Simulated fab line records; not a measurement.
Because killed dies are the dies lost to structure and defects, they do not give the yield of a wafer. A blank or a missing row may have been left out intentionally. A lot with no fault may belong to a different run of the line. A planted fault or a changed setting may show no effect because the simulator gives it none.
Chamber matching | flow nand-harc | 3 sister chambers for NHARC_P_GATE_ETCH_104 on rie-diel-02
The step etches the open film in CF4/CHF3, target depth 60 nm. 6 wafers are shown with their chamber, then 8 later ones without.

== EACH WAFER AND ITS CHAMBER ==
wafer  | chamber | showerhead-plenum-p-Torr (Torr) | drypump-motor-current-A (A)
L413.2 | 2       | 1.54                            | 6.01
L413.4 | 2       | 1.53                            | 6.06
L415.2 | 1       | 1.67                            | 6.22
L415.3 | 3       | 1.53                            | 5.96
L415.6 | 1       | 1.67                            | 6.22
L417.1 | 3       | 1.53                            | 5.94

== WAFERS WITH NO CHAMBER GIVEN ==
wafer  | showerhead-plenum-p-Torr (Torr) | drypump-motor-current-A (A)
L417.4 | 1.53                            | 5.96
L417.5 | 1.53                            | 6.01
L424.1 | 1.53                            | 6.03
L424.3 | 1.53                            | 6.08
L424.6 | 1.66                            | 6.23
L429.1 | 1.53                            | 5.97
L429.2 | 1.66                            | 6.25
L429.3 | 1.53                            | 5.99

== THE CHAMBER EACH PASSED THROUGH ==
wafer  | from the rows above     | in truth
L417.4 | 3                       | 3
L417.5 | can't be placed: 2 or 3 | 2
L424.1 | 2                       | 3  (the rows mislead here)
L424.3 | 2                       | 2
L424.6 | 1                       | 1
L429.1 | 3                       | 3
L429.2 | 1                       | 1
L429.3 | can't be placed: 3 or 2 | 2
5 of 8 placed correctly. From these rows, 2 cannot be placed; in 2 the true chamber is one of the candidates. Wrongly placed: 1.
How it was worked out, from the rows above alone: a wafer's distance from a chamber is the root of the sum, over the readings, of the square of ((its reading less the chamber's mean) divided by the reading's scatter). If the next closest chamber is less than 2 further off than the closest, the wafer can't be placed; otherwise it belongs to the closest. Each chamber's mean is taken over the wafers shown for it. The scatter: the root of (the sum of the squares of (reading less its chamber's mean) over the shown wafers, divided by (wafers less chambers)).
